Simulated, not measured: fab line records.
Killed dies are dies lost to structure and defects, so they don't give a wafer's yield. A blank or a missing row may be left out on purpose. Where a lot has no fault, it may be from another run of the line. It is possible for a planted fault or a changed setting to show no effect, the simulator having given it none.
Matching of chambers | flow n5-finfet | 4 sister chambers for N5_BEOL_M8_STRIP_36 on rie-diel-04
The step strips in N2/H2. 4 wafers are shown with their chamber, then 7 later ones without.

EACH WAFER AND ITS CHAMBER
wafer  | chamber | drypump-motor-current-A (A)
L078.3 | 2       | 6.3
L080.3 | 3       | 5.1
L081.2 | 1       | 5.8
L081.3 | 0       | 5.7

WAFERS WITH NO CHAMBER GIVEN
wafer  | drypump-motor-current-A (A)
L081.4 | 5.1
L088.3 | 6.3
L088.4 | 5.8
L088.5 | 5.9
L097.1 | 5.8
L097.2 | 5.8
L097.5 | 5.9

WHICH CHAMBER EACH ONE RAN IN
wafer  | from the rows above     | in truth
L081.4 | 3                       | 3
L088.3 | 2                       | 2
L088.4 | can't be placed: 1 or 0 | 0
L088.5 | can't be placed: 1 or 0 | 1
L097.1 | can't be placed: 1 or 0 | 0
L097.2 | can't be placed: 1 or 0 | 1
L097.5 | can't be placed: 1 or 0 | 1
Correctly placed: 2 of 7. Unplaceable from these rows: 5, with the true chamber sitting among the candidates in 5. Placed wrongly: 0.
How it was worked out, from the rows above alone: a wafer's distance from a chamber is the root of the sum, over the readings, of the square of ((its reading less the chamber's mean) divided by the reading's scatter). The wafer belongs to the nearest chamber; if the next one is less than 2 further off, it can't be placed. For every chamber, the mean is computed from those of its wafers that are shown. The scatter: root of mean squared gap, hidden wafer to nearest shown wafer, with one shown wafer a chamber.
